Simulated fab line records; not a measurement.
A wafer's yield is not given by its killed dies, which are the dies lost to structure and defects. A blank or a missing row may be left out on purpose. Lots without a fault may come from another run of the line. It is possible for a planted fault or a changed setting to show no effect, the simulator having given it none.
What tool caused it? -- flow nand-harc -- 12 lots, 36 wafers sampled, at 2 steps of a route of 1302

== WHAT THE GAUGES SHOWED, per wafer ==
NHARC_P_CONTACT_INSPECT_27.
lot,measured,on,raw-defect-count
L075,day 6 14:33,defect-inspect-02,369 254 295
L077,day 7 07:07,defect-inspect-02,219 240 171
L079,day 8 05:13,defect-inspect-02,217 154 197
L081,day 9 03:14,defect-inspect-01,110 94 141
L083,day 9 17:36,defect-inspect-02,375 581 269
L085,day 10 19:58,defect-inspect-01,332 274 245
L087,day 11 23:13,defect-inspect-01,434 258 255
L088,day 12 00:32,defect-inspect-02,328 489 225
L091,day 12 22:25,defect-inspect-01,300 224 160
L093,day 13 19:20,defect-inspect-02,195 286 342
L095,day 14 16:52,defect-inspect-01,238 188 217
L097,day 15 14:40,defect-inspect-01,196 282 215

== WHICH TOOL RAN EACH LOT (tool, then ch and the chambers of the sampled wafers, then the start) ==
lot,NHARC_P_CONTACT_DEGAS_38
L075,"pvd-sputter-03, day 6 12:59"
L077,"pvd-sputter-03, day 7 05:37"
L079,"pvd-sputter-03, day 8 03:42"
L081,"pvd-sputter-02, day 9 01:46"
L083,"pvd-sputter-03, day 9 16:05"
L085,"pvd-sputter-03, day 10 18:29"
L087,"pvd-sputter-03, day 11 21:44"
L088,"pvd-sputter-03, day 11 23:03"
L091,"pvd-sputter-03, day 12 20:55"
L093,"pvd-sputter-02, day 13 17:48"
L095,"pvd-sputter-01, day 14 15:22"
L097,"pvd-sputter-03, day 15 13:11"
- NHARC_P_CONTACT_DEGAS_38: time 60 s.

== THE ANSWER, worked out from the rows above alone ==
Rule: what is usual is taken from the lots themselves. Put in order of their means at a reading, lots are off if they are a third of the lots or fewer, leave a main group of 4 or more, and stand apart from it by a gap of 3 or more times the standard deviation of the main group's means; of several such gaps the widest counts. A main group is skipped when, at the precision printed for the reading in the tables above, its means are all equal. Also off: a lot with no number at a reading for which 4 or more lots have one. The other lots that the step has rows for count as sound.
No lot is off on any of the readings shown, so nothing can be concluded from this.

== WHAT THE SIMULATOR HAD PUT IN ==
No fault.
